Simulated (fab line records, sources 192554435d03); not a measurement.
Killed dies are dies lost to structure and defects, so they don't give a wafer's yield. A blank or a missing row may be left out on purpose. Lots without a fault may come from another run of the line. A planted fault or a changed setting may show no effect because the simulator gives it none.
fab line records | flow n5_finfet
record lots=24 wafers=72 last_day=20
route steps=1938 shown BEOL_M8@1345
lots that met no fault: from a run of the same line without faults
start_h: hours from the record's first day to the start of the lot's first wafer shown | wait_h: hours since the lot's step before | " the same as in the row above | L1.1+2: a row that stands for several wafers | - no value, or no start given | * or withheld: withheld | < > ~ a bound
route shown NAME@n: a module of which the file shows steps, and the number in the route of the first | usual: mean/standard deviation of fault-free wafers | same: alike in all rows | chamber/n: place in a boat | sites: the reading at each site | _std_site: their standard deviation | _edge_site: outer sites' mean less inner sites' | radius_mm: how far each site lies from the wafer's centre | mask NAME#n: copy n | behind: the tool/chamber that last shaped the wafer | hold: why the lot was held/for how many hours/how that ended | device: the transistor (n, p or np) that didn't switch | end of line: the same wafers' tests at the end of the route | a step without rows: its recipe alone | killed: dies lost to structure and defects at the first sort, not the wafer's yield | map: a wafer's dies, x killed, . not, _ none there
set.NAME: the setting as run; set.NAME@STEP: as run at that earlier step | model.NAME: the simulator's own value behind a step, which no gauge read
steps of the route over a sample of lots; a table a step, a row a wafer
services: from which hour (start_h, from the record's first day; less than 0 if before it) a tool's chamber was out of use, for how many hours, and why
## steps
# step N5_BEOL_M8_CD_MEAS_11
# recipe target_cd_nm=38.5 landing_energy_ev=500 detector=se_inlens polarity=opening
# usual cd_nm=38.3/0.5
# columns lot.wafer tool chamber start_h wait_h cd_nm
L075.2 cd_sem-03 0 219.05 - 38.3
L075.4 " 0 " " 38.1
L075.6 " 0 " " 38.9
L074.4 cd_sem-03 0 219.26 - 37.7
L074.5 " 0 " " 38.4
L074.6 " 0 " " 38.8
L076.1 cd_sem-02 0 225.54 - 38.9
L076.2 " 0 " " 38.5
L076.5 " 0 " " 38.2
L079.1 cd_sem-03 0 234.32 - 38.2
L079.2 " 0 " " 38.3
L079.6 " 0 " " 37.6
L077.1 cd_sem-02 0 247.85 - 38.5
L077.3 " 0 " " 37.7
L077.5 " 0 " " 37.5
L078.2 cd_sem-03 0 248.15 - 38.3
L078.4 " 0 " " 39.0
L078.5 " 0 " " 38.3
L081.3 cd_sem-03 0 258.73 - 37.7
L081.4 " 0 " " 38.3
L081.5 " 0 " " 38.6
L080.1 cd_sem-01 0 268.10 - 38.2
L080.3 " 0 " " 38.2
L080.6 " 0 " " 38.6
L082.2 cd_sem-01 0 270.12 - 38.3
L082.3 " 0 " " 38.0
L082.5 " 0 " " 39.0
L083.1 cd_sem-03 0 270.48 - 38.8
L083.5 " 0 " " 38.3
L083.6 " 0 " " 38.5
L084.1 cd_sem-03 0 273.58 - 38.5
L084.3 " 0 " " 38.6
L084.6 " 0 " " 38.4
L085.1 cd_sem-02 0 276.54 - 38.2
L085.2 " 0 " " 38.7
L085.6 " 0 " " 38.3
L086.3 cd_sem-01 0 297.61 - 37.6
L086.4 " 0 " " 38.3
L086.5 " 0 " " 37.4
L087.3 cd_sem-02 0 304.36 - 38.4
L087.5 " 0 " " 38.0
L087.6 " 0 " " 38.5
L089.1 cd_sem-03 0 305.40 - 39.0
L089.3 " 0 " " 38.1
L089.4 " 0 " " 38.3
L090.2 cd_sem-01 0 306.42 - 37.7
L090.3 " 0 " " 38.8
L090.4 " 0 " " 38.7
L088.1 cd_sem-02 0 308.39 - 38.0
L088.2 " 0 " " 38.5
L088.5 " 0 " " 38.4
L092.2 cd_sem-03 0 316.41 - 39.2
L092.5 " 0 " " 39.3
L092.6 " 0 " " 38.6
L091.3 cd_sem-02 0 317.03 - 38.8
L091.5 " 0 " " 38.5
L091.6 " 0 " " 38.7
L093.1 cd_sem-01 0 332.47 - 38.6
L093.4 " 0 " " 38.2
L093.5 " 0 " " 39.0
L094.1 cd_sem-01 0 335.62 - 39.2
L094.5 " 0 " " 38.2
L094.6 " 0 " " 38.8
L095.2 cd_sem-02 0 338.75 - 38.8
L095.3 " 0 " " 37.5
L095.5 " 0 " " 38.6
L096.1 cd_sem-01 0 363.15 - 38.9
L096.3 " 0 " " 38.5
L096.5 " 0 " " 39.1
L097.1 cd_sem-03 0 392.41 - 37.8
L097.2 " 0 " " 37.6
L097.3 " 0 " " 37.7
# step N5_BEOL_M8_DESCUM_16
# recipe chemistry=O2 time_s=7.9 source_power_w=50 bias_power_w=20 pressure_mtorr=20 rf_frequency_hz=2.712e+07 temp_c=40 resist=CAR-ArF o2_flow_sccm=225
# usual drypump_motor_current_A=5.5/0.51 oes_product_au=0.80/0.086 rf_vpp_V=243.6/1.5 showerhead_plenum_p_Torr=2.12/0.079 throttle_valve_pct=20.34/0.18
# columns lot.wafer tool chamber start_h wait_h drypump_motor_current_A oes_product_au rf_hours_counter_h rf_vpp_V showerhead_plenum_p_Torr throttle_valve_pct
L075.2 rie_diel-02 1 219.69 0.6 5.7 0.77 146 242.3 2.00 20.28
L075.4 " 3 " " 5.7 0.67 248 243.1 2.15 20.29
L075.6 " 0 " " 5.3 0.72 - 245.0 2.07 20.25
L074.4 rie_diel-02 1 219.95 0.6 5.6 0.77 146 241.4 2.00 20.30
L074.5 " 0 " " 5.3 0.72 - 242.8 2.07 20.25
L074.6 " 3 " " 5.6 0.67 - 243.2 2.15 20.29
L076.1 rie_diel-04 0 226.70 1.1 5.7 0.90 40 244.3 2.21 20.14
L076.2 " 3 " " 5.8 0.72 180 241.9 2.06 20.16
L076.5 " 2 " " 5.8 0.81 - 242.8 2.03 20.19
L079.1 rie_diel-01 2 234.79 0.4 6.4 0.86 64 245.2 2.22 20.37
L079.2 " 1 " " 5.3 0.97 3 240.9 2.06 20.32
L079.6 " 3 " " 4.9 0.84 - 243.3 2.21 20.23
L077.1 rie_diel-01 0 248.10 0.2 4.9 0.70 216 243.4 2.08 20.66
L077.3 " 2 " " 6.4 0.85 69 244.1 2.22 20.36
L077.5 " 0 " " 4.9 0.70 - 241.7 2.08 20.65
L078.2 rie_diel-02 3 248.30 0.1 5.6 0.97 1 242.2 2.15 19.89
L078.4 " 1 " " 5.6 0.75 - 241.9 2.00 20.31
L078.5 " 0 " " 5.3 0.70 - 242.4 2.06 20.27
L081.3 rie_diel-01 2 259.25 0.5 6.4 0.85 73 245.3 2.22 20.37
L081.4 " 1 " " 5.4 0.93 11 242.1 2.06 20.34
L081.5 " 0 " " 4.9 0.71 - 241.6 2.08 20.66
L080.1 rie_diel-01 3 268.19 0.0 4.9 0.83 83 244.1 2.21 20.24
L080.3 " 0 " " 4.9 0.72 222 243.8 2.08 20.68
L080.6 " 2 " " 6.4 0.84 - 246.9 2.22 20.35
L082.2 rie_diel-01 3 270.20 0.0 4.9 0.83 84 244.2 2.21 20.23
L082.3 " 0 " " 4.9 0.71 223 243.0 2.08 20.66
L082.5 " 3 " " 4.9 0.82 - 245.6 2.21 20.24
L083.1 rie_diel-02 1 270.57 0.0 5.7 0.74 173 241.4 1.99 20.34
L083.5 " 1 " " 5.7 0.74 - 241.5 1.99 20.32
L083.6 " 0 " " 5.3 0.70 - 243.3 2.06 20.28
L084.1 rie_diel-01 1 273.67 0.0 5.3 0.91 15 243.0 2.06 20.37
L084.3 " 0 " " 4.9 0.70 224 242.5 2.08 20.67
L084.6 " 2 " " 6.4 0.83 - 244.6 2.22 20.36
L085.1 rie_diel-02 3 276.82 0.2 5.7 0.93 16 243.7 2.14 19.90
L085.2 " 1 " " 5.7 0.74 176 242.2 1.99 20.32
L085.6 " 1 " " 5.7 0.74 - 241.0 1.99 20.35
L086.3 rie_diel-04 3 297.69 0.0 5.8 0.70 209 242.1 2.05 20.20
L086.4 " 0 " " 5.7 0.85 68 246.0 2.20 20.16
L086.5 " 2 " " 5.8 0.78 - 241.6 2.02 20.21
L087.3 rie_diel-01 3 304.45 0.0 4.9 0.82 94 244.5 2.20 20.23
L087.5 " 2 " " 6.4 0.83 - 243.5 2.21 20.38
L087.6 " 3 " " 4.9 0.82 - 245.3 2.20 20.24
L089.1 rie_diel-04 3 305.52 0.1 5.8 0.70 212 243.1 2.05 20.22
L089.3 " 0 " " 5.7 0.85 71 245.7 2.20 20.18
L089.4 " 1 " " 6.4 0.69 256 243.9 2.12 20.52
L090.2 rie_diel-01 2 306.51 0.0 6.4 0.84 87 244.4 2.21 20.40
L090.3 " 0 " " 4.9 0.70 233 241.7 2.08 20.67
L090.4 " 3 " " 4.9 0.82 95 245.8 2.20 20.25
L088.1 rie_diel-02 2 308.48 0.0 5.9 0.94 14 245.0 2.22 20.37
L088.2 " 3 " " 5.6 0.89 27 244.1 2.14 19.91
L088.5 " 0 " " 5.3 0.69 - 242.0 2.05 20.31
L092.2 rie_diel-01 2 316.62 0.2 6.4 0.82 91 246.1 2.21 20.39
L092.5 " 0 " " 4.9 0.71 - 243.6 2.08 20.68
L092.6 " 3 " " 4.9 0.81 - 243.6 2.20 20.27
L091.3 rie_diel-01 2 317.11 0.0 6.4 0.82 91 244.2 2.21 20.40
L091.5 " 1 " " 5.3 0.88 - 244.1 2.05 20.34
L091.6 " 2 " " 6.4 0.82 - 245.7 2.21 20.39
L093.1 rie_diel-01 0 332.56 0.0 4.9 0.70 243 242.4 2.07 20.69
L093.4 " 1 " " 5.3 0.88 34 242.8 2.05 20.37
L093.5 " 3 " " 4.9 0.80 - 243.6 2.20 20.28
L094.1 rie_diel-02 0 335.71 0.0 5.3 0.68 249 242.5 2.05 20.33
L094.5 " 2 " " 5.9 0.92 - 243.5 2.22 20.39
L094.6 " 1 " " 5.6 0.72 - 241.8 1.99 20.36
L095.2 rie_diel-01 2 339.10 0.3 6.4 0.81 100 243.3 2.21 20.42
L095.3 " 1 " " 5.3 0.87 37 242.2 2.05 20.38
L095.5 " 1 " " 5.3 0.87 - 241.7 2.05 20.37
L096.1 rie_diel-01 1 363.27 0.1 5.3 0.85 44 242.7 2.05 20.39
L096.3 " 2 " " 6.4 0.80 107 245.1 2.21 20.42
L096.5 " 0 " " 5.0 0.69 - 243.2 2.07 20.71
L097.1 rie_diel-04 1 392.70 0.2 6.4 0.90 23 244.4 2.11 20.14
L097.2 " 3 " " 5.8 0.67 240 241.7 2.04 20.27
L097.3 " 0 " " 5.7 0.81 100 243.9 2.19 20.21
# step N5_BEOL_M8_ETCH_66
# recipe chemistry=N2/H2 target=SOC target_depth_a=800 overetch_a=160 mask_material=SiARC temp_c=40 time_s=120 ion_energy_ev=200 pressure_mtorr=30 source_w=840 bias_w=150 n2_flow_sccm=200 h2_flow_sccm=200
# usual drypump_motor_current_A=5.6/0.4 oes_product_au=0.61/0.06 rf_vpp_V=524.3/2.7 showerhead_plenum_p_Torr=2.56/0.1 throttle_valve_pct=17.75/0.15
# columns lot.wafer tool chamber start_h wait_h drypump_motor_current_A oes_product_au rf_hours_counter_h rf_vpp_V showerhead_plenum_p_Torr throttle_valve_pct
L074.4 rie_diel-02 1 222.82 0.0 5.7 0.58 148 519.8 2.44 17.74
L074.5 " 1 " " 5.7 0.58 - 522.2 2.44 17.75
L074.6 " 0 " " 5.3 0.55 - 522.5 2.51 17.69
L075.2 rie_diel-04 2 223.19 0.0 5.7 0.63 84 522.1 2.47 17.50
L075.4 " 3 " " 5.8 0.56 - 522.6 2.54 17.90
L075.6 " 0 " " 5.7 0.69 - 528.5 2.71 17.70
L076.1 rie_diel-04 0 229.51 0.0 5.7 0.68 42 527.7 2.71 17.72
L076.2 " 2 " " 5.8 0.63 89 522.0 2.46 17.49
L076.5 " 3 " " 5.8 0.56 - 524.0 2.54 17.91
L079.1 rie_diel-04 0 235.93 0.0 5.7 0.67 45 528.3 2.71 17.71
L079.2 " 2 " " 5.8 0.62 93 521.8 2.46 17.50
L079.6 " 0 " " 5.7 0.68 - 527.8 2.71 17.73
L077.1 rie_diel-01 2 254.10 0.0 6.4 0.64 71 528.3 2.70 17.84
L077.3 " 0 " " 5.0 0.55 218 523.0 2.49 17.86
L077.5 " 0 " " 4.9 0.55 - 522.4 2.49 17.84
L078.2 rie_diel-04 2 254.34 0.0 5.8 0.62 101 522.2 2.46 17.54
L078.4 " 1 " " 6.4 0.55 236 524.9 2.60 17.94
L078.5 " 0 " " 5.7 0.67 - 528.2 2.70 17.74
L081.3 rie_diel-04 1 261.07 0.0 6.4 0.54 239 525.3 2.60 17.96
L081.4 " 2 " " 5.8 0.61 103 521.1 2.46 17.52
L081.5 " 3 " " 5.8 0.56 - 523.2 2.53 17.93
L080.1 rie_diel-04 2 269.56 0.0 5.8 0.62 106 521.7 2.46 17.54
L080.3 " 0 " " 5.7 0.66 59 528.3 2.70 17.75
L080.6 " 3 " " 5.8 0.55 - 523.4 2.53 17.95
L082.2 rie_diel-02 1 272.07 0.0 5.7 0.57 173 521.2 2.43 17.79
L082.3 " 0 " " 5.3 0.54 226 522.1 2.50 17.73
L082.5 " 1 " " 5.7 0.58 - 522.0 2.43 17.77
L083.1 rie_diel-01 1 272.19 0.0 5.3 0.69 15 522.6 2.49 17.62
L083.5 " 3 " " 4.9 0.63 - 526.7 2.69 17.66
L083.6 " 2 " " 6.4 0.63 - 528.1 2.70 17.84
L084.1 rie_diel-02 1 275.21 0.0 5.7 0.58 175 520.2 2.43 17.80
L084.3 " 0 " " 5.3 0.54 227 521.9 2.50 17.73
L084.6 " 0 " " 5.3 0.54 - 522.7 2.50 17.72
L085.1 rie_diel-01 2 281.40 0.0 6.4 0.63 80 527.7 2.70 17.84
L085.2 " 3 " " 4.9 0.61 87 527.5 2.69 17.68
L085.6 " 3 " " 4.9 0.62 - 527.2 2.69 17.65
L086.3 rie_diel-02 1 299.54 0.0 5.7 0.57 184 520.7 2.43 17.80
L086.4 " 0 " " 5.3 0.53 235 523.3 2.50 17.75
L086.5 " 0 " " 5.3 0.53 - 521.7 2.50 17.75
L087.3 rie_diel-04 3 306.36 0.0 5.8 0.54 212 524.8 2.52 17.98
L087.5 " 3 " " 5.8 0.53 - 523.7 2.52 17.95
L087.6 " 0 " " 5.7 0.65 - 527.3 2.69 17.75
L089.1 rie_diel-01 0 312.20 0.0 4.9 0.53 235 524.2 2.49 17.90
L089.3 " 2 " " 6.4 0.63 89 528.7 2.69 17.87
L089.4 " 3 " " 4.9 0.61 97 527.5 2.68 17.67
L090.2 rie_diel-04 2 312.32 0.0 5.8 0.60 123 520.9 2.45 17.56
L090.3 " 3 " " 5.8 0.54 - 522.4 2.52 17.96
L090.4 " 2 " " 5.8 0.60 - 521.3 2.45 17.58
L088.1 rie_diel-02 2 312.50 0.0 5.9 0.71 15 528.9 2.71 17.84
L088.2 " 3 " " 5.6 0.67 28 526.1 2.61 17.49
L088.5 " 3 " " 5.6 0.67 - 524.7 2.61 17.48
L092.2 rie_diel-01 3 320.41 0.0 4.9 0.61 100 527.3 2.68 17.68
L092.5 " 1 " " 5.3 0.68 - 521.1 2.49 17.66
L092.6 " 2 " " 6.4 0.62 - 526.6 2.69 17.87
L091.3 rie_diel-01 2 321.11 0.0 6.4 0.62 92 528.7 2.69 17.85
L091.5 " 1 " " 5.3 0.67 - 520.1 2.48 17.65
L091.6 " 0 " " 4.9 0.53 - 523.2 2.48 17.89
L093.1 rie_diel-02 1 333.77 0.0 5.7 0.56 192 519.3 2.42 17.82
L093.4 " 3 " " 5.6 0.67 35 524.9 2.61 17.48
L093.5 " 1 " " 5.7 0.56 - 520.8 2.42 17.83
L094.1 rie_diel-02 3 338.95 0.0 5.6 0.66 37 525.8 2.61 17.51
L094.5 " 3 " " 5.7 0.67 - 525.7 2.61 17.50
L094.6 " 2 " " 5.9 0.70 - 529.0 2.71 17.86
L095.2 rie_diel-02 3 344.92 0.0 5.7 0.66 40 525.9 2.61 17.48
L095.3 " 1 " " 5.6 0.56 197 520.7 2.42 17.82
L095.5 " 2 " " 5.9 0.69 - 527.1 2.71 17.88
L096.1 rie_diel-01 0 365.34 0.0 4.9 0.53 254 523.7 2.48 17.92
L096.3 " 3 " " 4.9 0.60 116 527.3 2.67 17.72
L096.5 " 0 " " 4.9 0.53 - 523.4 2.48 17.93
L097.1 rie_diel-04 0 394.87 0.0 5.7 0.63 101 527.6 2.68 17.82
L097.2 " 3 " " 5.8 0.53 241 523.4 2.51 18.02
L097.3 " 1 " " 6.4 0.69 24 525.0 2.58 17.56
# step N5_BEOL_M8_CURE_75
# recipe temp_c=370 time_s=120 ambient=DMADMS/He material=SiCOH_lowk
# usual lamp_power_pct=52.31/0.051 wafer_temp_C_max=371.7/0.66
# columns lot.wafer tool chamber start_h wait_h lamp_power_pct wafer_temp_C_max
L074.4 uv_cure-01 2 223.53 0.2 52.25 373.0
L074.5 " 2 " " 52.37 373.2
L074.6 " 2 " " 52.36 371.7
L075.2 uv_cure-03 2 223.79 0.1 52.30 371.3
L075.4 " 2 " " 52.30 371.2
L075.6 " 2 " " 52.27 371.1
L076.1 uv_cure-02 0 230.05 0.0 52.37 371.7
L076.2 " 0 " " 52.40 372.8
L076.5 " 0 " " 52.32 372.5
L079.1 uv_cure-03 2 236.47 0.0 52.23 371.2
L079.2 " 2 " " 52.29 371.2
L079.6 " 2 " " 52.31 371.5
L077.1 uv_cure-02 0 254.65 0.0 52.25 372.8
L077.3 " 0 " " 52.30 373.2
L077.5 " 0 " " 52.33 372.6
L078.2 uv_cure-01 1 254.98 0.1 52.33 371.9
L078.4 " 1 " " 52.33 371.5
L078.5 " 1 " " 52.28 371.5
L081.3 uv_cure-01 2 261.71 0.1 52.27 371.7
L081.4 " 2 " " 52.35 371.7
L081.5 " 2 " " 52.29 372.3
L080.1 uv_cure-02 0 270.11 0.0 52.33 372.6
L080.3 " 0 " " 52.39 373.1
L080.6 " 0 " " 52.31 372.7
L082.2 uv_cure-02 2 272.66 0.1 52.30 370.7
L082.3 " 2 " " 52.20 370.9
L082.5 " 2 " " 52.41 370.9
L083.1 uv_cure-02 1 272.91 0.2 52.35 370.9
L083.5 " 1 " " 52.34 371.0
L083.6 " 1 " " 52.25 370.8
L084.1 uv_cure-03 1 275.76 0.0 52.34 371.7
L084.3 " 1 " " 52.38 371.6
L084.6 " 1 " " 52.32 372.4
L085.1 uv_cure-01 0 282.07 0.2 52.41 371.4
L085.2 " 0 " " 52.31 370.8
L085.6 " 0 " " 52.34 370.9
L086.3 uv_cure-01 0 300.19 0.1 52.33 370.9
L086.4 " 0 " " 52.34 371.0
L086.5 " 0 " " 52.32 371.4
L087.3 uv_cure-03 2 307.19 0.3 52.30 372.2
L087.5 " 2 " " 52.35 370.9
L087.6 " 2 " " 52.32 371.5
L089.1 uv_cure-02 2 312.74 0.0 52.29 371.4
L089.3 " 2 " " 52.30 371.2
L089.4 " 2 " " 52.35 371.4
L090.2 uv_cure-02 0 313.09 0.1 52.30 372.9
L090.3 " 0 " " 52.30 372.9
L090.4 " 0 " " 52.33 372.5
L088.1 uv_cure-01 2 313.28 0.3 52.43 372.2
L088.2 " 2 " " 52.40 371.8
L088.5 " 2 " " 52.24 372.0
L092.2 uv_cure-01 1 321.00 0.1 52.27 371.2
L092.5 " 1 " " 52.25 372.2
L092.6 " 1 " " 52.39 371.2
L091.3 uv_cure-01 1 321.76 0.1 52.32 371.8
L091.5 " 1 " " 52.42 371.7
L091.6 " 1 " " 52.34 371.3
L093.1 uv_cure-03 2 334.31 0.0 52.33 371.5
L093.4 " 2 " " 52.34 371.2
L093.5 " 2 " " 52.30 371.6
L094.1 uv_cure-02 0 339.50 0.0 52.35 372.0
L094.5 " 0 " " 52.28 372.6
L094.6 " 0 " " 52.31 373.2
L095.2 uv_cure-03 2 345.51 0.1 52.16 371.5
L095.3 " 2 " " 52.40 371.9
L095.5 " 2 " " 52.28 371.7
L096.1 uv_cure-03 0 365.89 0.0 52.32 372.1
L096.3 " 0 " " 52.18 371.7
L096.5 " 0 " " 52.36 372.0
L097.1 uv_cure-02 1 395.42 0.0 52.36 371.1
L097.2 " 1 " " 52.28 371.7
L097.3 " 1 " " 52.31 371.0
# step N5_BEOL_M8_SPUTTER_48
# recipe material=Cu target_thk_a=100 temp_c=-20 bias_v=60 power_w=26000 chamber_pressure_pa=0.13 time_s=1.667
# usual chuck_gas_flow_sccm=1.26/0.045 throttle_valve_pct=30.3/1
# columns lot.wafer tool chamber start_h wait_h chuck_gas_flow_sccm throttle_valve_pct
L074.4 pvd_sputter-03 - 224.96 0.0 1.27 30.4
L074.5 " - " " 1.16 30.9
L074.6 " - " " 1.28 31.7
L075.2 pvd_sputter-03 - 225.14 0.1 1.28 29.5
L075.4 " - " " 1.21 30.3
L075.6 " - " " 1.32 29.0
L076.1 pvd_sputter-03 - 232.12 0.1 1.22 29.3
L076.2 " - " " 1.25 31.0
L076.5 " - " " 1.31 31.0
L079.1 pvd_sputter-03 - 238.38 0.7 1.20 31.3
L079.2 " - " " 1.25 31.6
L079.6 " - " " 1.19 29.3
L077.1 pvd_sputter-02 - 255.92 0.1 1.35 29.9
L077.3 " - " " 1.25 28.1
L077.5 " - " " 1.26 29.8
L078.2 pvd_sputter-01 - 256.26 0.1 1.21 31.5
L078.4 " - " " 1.25 31.4
L078.5 " - " " 1.31 31.2
L081.3 pvd_sputter-03 - 262.84 0.1 1.24 31.1
L081.4 " - " " 1.27 31.6
L081.5 " - " " 1.19 31.5
L080.1 pvd_sputter-01 - 271.49 0.3 1.26 29.4
L080.3 " - " " 1.19 31.7
L080.6 " - " " 1.23 29.6
L082.2 pvd_sputter-03 - 273.88 0.2 1.30 30.5
L082.3 " - " " 1.24 31.0
L082.5 " - " " 1.25 31.5
L083.1 pvd_sputter-02 - 275.43 1.2 1.24 30.0
L083.5 " - " " 1.33 30.0
L083.6 " - " " 1.22 29.6
L084.1 pvd_sputter-03 - 277.14 0.1 1.24 31.5
L084.3 " - " " 1.22 30.5
L084.6 " - " " 1.23 30.4
L085.1 pvd_sputter-01 - 283.36 0.1 1.28 31.6
L085.2 " - " " 1.32 30.8
L085.6 " - " " 1.27 31.2
L086.3 pvd_sputter-03 - 301.48 0.2 1.17 31.4
L086.4 " - " " 1.13 31.1
L086.5 " - " " 1.24 31.0
L087.3 pvd_sputter-02 - 310.59 1.9 1.25 29.3
L087.5 " - " " 1.29 30.2
L087.6 " - " " 1.24 28.4
L089.1 pvd_sputter-03 - 313.86 0.1 1.32 31.4
L089.3 " - " " 1.29 30.9
L089.4 " - " " 1.25 30.3
L088.1 pvd_sputter-01 - 314.65 0.1 1.34 31.4
L088.2 " - " " 1.20 29.4
L088.5 " - " " 1.17 31.3
L090.2 pvd_sputter-01 - 314.83 0.3 1.22 30.9
L090.3 " - " " 1.24 31.2
L090.4 " - " " 1.28 31.4
L092.2 pvd_sputter-01 - 321.95 0.1 1.30 31.1
L092.5 " - " " 1.22 31.6
L092.6 " - " " 1.26 30.9
L091.3 pvd_sputter-02 - 322.62 0.1 1.26 29.4
L091.5 " - " " 1.27 29.1
L091.6 " - " " 1.25 28.1
L093.1 pvd_sputter-02 - 335.37 0.1 1.22 29.4
L093.4 " - " " 1.25 29.3
L093.5 " - " " 1.26 29.7
L094.1 pvd_sputter-01 - 344.35 3.7 1.18 29.5
L094.5 " - " " 1.25 31.5
L094.6 " - " " 1.32 30.8
L095.2 pvd_sputter-02 - 346.57 0.1 1.25 30.1
L095.3 " - " " 1.20 28.0
L095.5 " - " " 1.31 29.9
L096.1 pvd_sputter-03 - 367.23 0.2 1.31 29.3
L096.3 " - " " 1.28 31.5
L096.5 " - " " 1.24 31.4
L097.1 pvd_sputter-02 - 396.79 0.1 1.25 29.5
L097.2 " - " " 1.30 28.1
L097.3 " - " " 1.27 29.8
# step N5_BEOL_M8_DEP_56
# recipe material=SiCN target_thk_a=100 temp_c=withheld precursor=3MS/NH3 pressure_torr=3 rf_w=202 time_s=17.5
# usual showerhead_plenum_p_Torr=3.666/0.0083 throttle_valve_pct=8.97/0.26
# columns lot.wafer tool chamber start_h wait_h showerhead_plenum_p_Torr throttle_valve_pct
L074.4 pecvd-02 2 226.55 0.0 3.662 8.63
L074.5 " 0 " " 3.668 9.03
L074.6 " 1 " " 3.666 9.47
L075.2 pecvd-01 2 226.76 0.0 3.675 8.64
L075.4 " 0 " " 3.651 9.03
L075.6 " 2 " " 3.671 8.61
L076.1 pecvd-01 1 233.38 0.0 3.656 9.29
L076.2 " 2 " " 3.666 8.81
L076.5 " 0 " " 3.668 9.00
L079.1 pecvd-02 2 239.34 0.0 3.673 8.56
L079.2 " 1 " " 3.649 9.25
L079.6 " 2 " " 3.670 8.42
L077.1 pecvd-01 1 258.02 0.0 3.667 9.09
L077.3 " 0 " " 3.660 8.88
L077.5 " 0 " " 3.665 9.18
L078.2 pecvd-02 0 259.20 0.0 3.672 8.79
L078.4 " 0 " " 3.663 8.50
L078.5 " 1 " " 3.652 9.34
L081.3 pecvd-02 0 263.76 0.0 3.666 8.48
L081.4 " 0 " " 3.660 8.82
L081.5 " 2 " " 3.669 8.88
L080.1 pecvd-01 1 272.41 0.0 3.653 9.31
L080.3 " 0 " " 3.661 8.93
L080.6 " 1 " " 3.658 9.43
L082.2 pecvd-02 2 274.75 0.0 3.672 8.92
L082.3 " 0 " " 3.674 9.06
L082.5 " 1 " " 3.660 9.13
L083.1 pecvd-03 0 276.29 0.0 3.674 9.07
L083.5 " 2 " " 3.657 9.08
L083.6 " 0 " " 3.676 8.98
L084.1 pecvd-03 0 278.51 0.0 3.665 9.24
L084.3 " 1 " " 3.676 9.08
L084.6 " 0 " " 3.666 8.71
L085.1 pecvd-02 2 285.62 0.0 3.669 8.62
L085.2 " 1 " " 3.662 9.18
L085.6 " 2 " " 3.661 8.92
L086.3 pecvd-01 1 302.43 0.0 3.661 9.40
L086.4 " 0 " " 3.658 9.02
L086.5 " 1 " " 3.649 9.06
L087.3 pecvd-02 1 311.65 0.0 3.655 9.25
L087.5 " 0 " " 3.679 8.87
L087.6 " 2 " " 3.670 8.48
L089.1 pecvd-01 2 314.73 0.0 3.669 9.23
L089.3 " 0 " " 3.667 8.89
L089.4 " 0 " " 3.659 9.12
L088.1 pecvd-01 2 315.54 0.0 3.674 9.01
L088.2 " 0 " " 3.661 9.01
L088.5 " 1 " " 3.655 9.33
L090.2 pecvd-01 2 315.71 0.0 3.665 9.31
L090.3 " 1 " " 3.661 9.23
L090.4 " 2 " " 3.673 8.82
L092.2 pecvd-02 1 322.82 0.0 3.662 9.08
L092.5 " 2 " " 3.667 8.75
L092.6 " 0 " " 3.661 8.66
L091.3 pecvd-03 2 324.44 0.0 3.658 8.85
L091.5 " 2 " " 3.656 8.60
L091.6 " 0 " " 3.670 9.01
L093.1 pecvd-03 1 336.23 0.0 3.676 9.14
L093.4 " 1 " " 3.677 8.87
L093.5 " 0 " " 3.678 9.00
L094.1 pecvd-02 1 345.39 0.0 3.662 9.01
L094.5 " 0 " " 3.664 8.32
L094.6 " 1 " " 3.654 9.27
L095.2 pecvd-03 1 347.66 0.0 3.673 9.16
L095.3 " 0 " " 3.670 9.09
L095.5 " 0 " " 3.667 9.00
L096.1 pecvd-03 1 368.45 0.0 3.675 9.06
L096.3 " 0 " " 3.681 9.15
L096.5 " 0 " " 3.672 8.97
L097.1 pecvd-03 1 397.99 0.0 3.675 9.42
L097.2 " 0 " " 3.681 9.05
L097.3 " 2 " " 3.662 9.06
## services
# columns tool chamber start_h hours kind
pecvd-03 - 196.68 14.6 pm
rie_diel-01 - 218.42 14.6 pm
uv_cure-02 - 218.70 7.5 pm
uv_cure-01 - 233.17 1.3 repair
uv_cure-02 - 251.33 0.5 repair
pecvd-03 - 262.15 0.7 repair
uv_cure-03 - 265.96 2.8 repair
uv_cure-02 - 269.09 0.7 repair
pecvd-01 1 294.60 5.9 repair
rie_diel-02 1 300.39 15.4 repair
pvd_sputter-02 - 301.83 7.9 repair
rie_diel-02 3 305.25 2.1 repair
rie_diel-04 1 308.27 2.9 repair
uv_cure-03 - 311.18 7.1 pm
rie_diel-04 0 311.57 9.9 repair
pecvd-01 2 323.02 8.5 repair
pecvd-02 1 329.19 4.8 repair
rie_diel-04 3 346.23 10.6 repair
rie_diel-04 - 352.25 0.6 repair
rie_diel-01 0 371.46 2.1 repair
pecvd-02 1 373.23 14.0 repair
uv_cure-02 - 377.91 2.1 pm
rie_diel-01 0 383.71 77.6 repair
rie_diel-02 0 389.92 9.1 repair
## key
fault none
